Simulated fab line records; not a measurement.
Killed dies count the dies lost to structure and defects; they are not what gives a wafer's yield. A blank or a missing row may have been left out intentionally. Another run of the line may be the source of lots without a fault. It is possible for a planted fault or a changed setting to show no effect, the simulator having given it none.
Split-lot study || flow n5-finfet || 21 wafers read from 7 lots, route of 1938 steps

## THE SPLIT ITSELF
At N5_FIN_CUT_CUT_ETCH_26 (etches SiNx in CH3F/O2, target depth 39 nm, time 55.7 s), the setting time-s was moved away from the recipe's 55.7 s on 2 of the 21 wafers read, by +11.7% to +16.7%. The other wafers ran this setting at the recipe's value.

The reading comes from the split's own step.

## THE READING
SOC_of_FIN_CUT_COAT_18.thk-nm (the simulator's own value, which no gauge read), in nm, at N5_FIN_CUT_CUT_ETCH_26 (etches SiNx in CH3F/O2, target depth 39 nm, time 55.7 s). The file gives no usual value for it. Average 211.2 nm, standard deviation 0.73 nm, over the 19 wafers here run with the recipe.

{"wafer": "L074.4", "tool, chamber at the split": "rie-diel-02, 1", "time-s as run, s": 55.7, "against the recipe": "recipe", "SOC_of_FIN_CUT_COAT_18.thk-nm, nm": 211.2, "against lot-mates on the recipe": "-"}
{"wafer": "L074.5", "tool, chamber at the split": "rie-diel-02, 3", "time-s as run, s": 55.7, "against the recipe": "recipe", "SOC_of_FIN_CUT_COAT_18.thk-nm, nm": 210.8, "against lot-mates on the recipe": "-"}
{"wafer": "L074.6", "tool, chamber at the split": "rie-diel-02, 2", "time-s as run, s": 55.7, "against the recipe": "recipe", "SOC_of_FIN_CUT_COAT_18.thk-nm, nm": 210.8, "against lot-mates on the recipe": "-"}
{"wafer": "L078.3", "tool, chamber at the split": "rie-diel-02, 0", "time-s as run, s": 55.7, "against the recipe": "recipe", "SOC_of_FIN_CUT_COAT_18.thk-nm, nm": 211.6, "against lot-mates on the recipe": "-"}
{"wafer": "L078.4", "tool, chamber at the split": "rie-diel-02, 2", "time-s as run, s": 55.7, "against the recipe": "recipe", "SOC_of_FIN_CUT_COAT_18.thk-nm, nm": 212, "against lot-mates on the recipe": "-"}
{"wafer": "L078.6", "tool, chamber at the split": "rie-diel-02, 1", "time-s as run, s": 55.7, "against the recipe": "recipe", "SOC_of_FIN_CUT_COAT_18.thk-nm, nm": 211.2, "against lot-mates on the recipe": "-"}
{"wafer": "L083.3", "tool, chamber at the split": "rie-diel-06, 0", "time-s as run, s": 55.7, "against the recipe": "recipe", "SOC_of_FIN_CUT_COAT_18.thk-nm, nm": 211.8, "against lot-mates on the recipe": "-"}
{"wafer": "L083.4", "tool, chamber at the split": "rie-diel-06, 1", "time-s as run, s": 55.7, "against the recipe": "recipe", "SOC_of_FIN_CUT_COAT_18.thk-nm, nm": 212, "against lot-mates on the recipe": "-"}
{"wafer": "L083.5", "tool, chamber at the split": "rie-diel-06, 0", "time-s as run, s": 65, "against the recipe": "+16.7%", "SOC_of_FIN_CUT_COAT_18.thk-nm, nm": 208.4, "against lot-mates on the recipe": -3.5}
{"wafer": "L085.2", "tool, chamber at the split": "rie-diel-06, 3", "time-s as run, s": 55.7, "against the recipe": "recipe", "SOC_of_FIN_CUT_COAT_18.thk-nm, nm": 209.2, "against lot-mates on the recipe": "-"}
{"wafer": "L085.3", "tool, chamber at the split": "rie-diel-06, 0", "time-s as run, s": 55.7, "against the recipe": "recipe", "SOC_of_FIN_CUT_COAT_18.thk-nm, nm": 210.8, "against lot-mates on the recipe": "-"}
{"wafer": "L085.6", "tool, chamber at the split": "rie-diel-06, 2", "time-s as run, s": 55.7, "against the recipe": "recipe", "SOC_of_FIN_CUT_COAT_18.thk-nm, nm": 210.8, "against lot-mates on the recipe": "-"}
{"wafer": "L088.1", "tool, chamber at the split": "rie-diel-06, 3", "time-s as run, s": 55.7, "against the recipe": "recipe", "SOC_of_FIN_CUT_COAT_18.thk-nm, nm": 211.4, "against lot-mates on the recipe": "-"}
{"wafer": "L088.2", "tool, chamber at the split": "rie-diel-06, 0", "time-s as run, s": 55.7, "against the recipe": "recipe", "SOC_of_FIN_CUT_COAT_18.thk-nm, nm": 212.2, "against lot-mates on the recipe": "-"}
{"wafer": "L088.5", "tool, chamber at the split": "rie-diel-06, 3", "time-s as run, s": 55.7, "against the recipe": "recipe", "SOC_of_FIN_CUT_COAT_18.thk-nm, nm": 211.8, "against lot-mates on the recipe": "-"}
{"wafer": "L091.1", "tool, chamber at the split": "rie-diel-06, 0", "time-s as run, s": 55.7, "against the recipe": "recipe", "SOC_of_FIN_CUT_COAT_18.thk-nm, nm": 211.6, "against lot-mates on the recipe": "-"}
{"wafer": "L091.3", "tool, chamber at the split": "rie-diel-06, 1", "time-s as run, s": 55.7, "against the recipe": "recipe", "SOC_of_FIN_CUT_COAT_18.thk-nm, nm": 211, "against lot-mates on the recipe": "-"}
{"wafer": "L091.4", "tool, chamber at the split": "rie-diel-06, 3", "time-s as run, s": 55.7, "against the recipe": "recipe", "SOC_of_FIN_CUT_COAT_18.thk-nm, nm": 209.8, "against lot-mates on the recipe": "-"}
{"wafer": "L092.4", "tool, chamber at the split": "rie-diel-05, 0", "time-s as run, s": 55.7, "against the recipe": "recipe", "SOC_of_FIN_CUT_COAT_18.thk-nm, nm": 211.4, "against lot-mates on the recipe": "-"}
{"wafer": "L092.5", "tool, chamber at the split": "rie-diel-05, 1", "time-s as run, s": 62.23, "against the recipe": "+11.7%", "SOC_of_FIN_CUT_COAT_18.thk-nm, nm": 208.8, "against lot-mates on the recipe": -2.3}
{"wafer": "L092.6", "tool, chamber at the split": "rie-diel-05, 0", "time-s as run, s": 55.7, "against the recipe": "recipe", "SOC_of_FIN_CUT_COAT_18.thk-nm, nm": 210.8, "against lot-mates on the recipe": "-"}

FIT RESULTS
A straight line over all 21 wafers: SOC_of_FIN_CUT_COAT_18.thk-nm changes by -0.177 nm for each +1% of time-s; r = -0.73; the points scatter about the line by 0.74 nm.
The same after taking each lot's own level away (the mean of its wafers on the recipe; 21 wafers): -0.205 nm for each +1%; r = -0.89; scatter 0.48 nm.
The reading moves by 3.4 nm for the largest change in time-s, on that fit.
The span of the lots' own levels, 210.27 to 211.90 nm, comes to 2.2 times the standard deviation stated above.
So the lot-to-lot level blurs the effect unless lot-mates are compared.
Check: for one of the wafers moved furthest among these (+16.7%), held out of the fit, the line's prediction against its lot-mates is -3.28 nm. It came out at -3.5 nm against them.

## OTHER SPLITS APPLIED TO THESE WAFERS
These wafers also went through other splits before the reading. Each is held against what the fit with the lots' levels taken away leaves over:
{"other split on the same wafers": "N5_PMOS_HMC_CHANNEL_EPI_EXPOSE_06 dose-mj", "wafers away from the commonest value": 8, "r with SOC_of_FIN_CUT_COAT_18.thk-nm (lot level and that fit taken away)": "+0.14"}
{"other split on the same wafers": "N5_PMOS_HMC_CHANNEL_EPI_PEB_07 peb-time-s", "wafers away from the commonest value": 7, "r with SOC_of_FIN_CUT_COAT_18.thk-nm (lot level and that fit taken away)": -0.17}
{"other split on the same wafers": "N5_FIN_SAQP_PEB_14 peb-time-s", "wafers away from the commonest value": 9, "r with SOC_of_FIN_CUT_COAT_18.thk-nm (lot level and that fit taken away)": -0.27}
{"other split on the same wafers": "N5_FIN_SAQP_DEVELOP_15 develop-time-s", "wafers away from the commonest value": 8, "r with SOC_of_FIN_CUT_COAT_18.thk-nm (lot level and that fit taken away)": "+0.09"}

## THE WHOLE CHAIN: every reading that the file lists as answering this split, in the file's order
{"step": "N5_FIN_CUT_CUT_ETCH_26", "what it does": "etches SiNx in CH3F/O2, target depth 39 nm, time 55.7 s", "reading": "etch.depth-nm (the simulator's own value, which no gauge read)", "change (the file's fit)": "+0.395 nm for each +1% of the setting", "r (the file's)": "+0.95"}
{"step": "N5_FIN_CUT_CUT_ETCH_26", "what it does": "etches SiNx in CH3F/O2, target depth 39 nm, time 55.7 s", "reading": "SOC_of_FIN_CUT_COAT_18.thk-nm (the simulator's own value, which no gauge read)", "change (the file's fit)": "-0.205 nm for each +1% of the setting", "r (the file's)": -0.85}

## THE FILE'S OWN FIT
SOC_of_FIN_CUT_COAT_18.thk-nm changes by -0.205 nm for each +1% of time-s, r = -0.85.
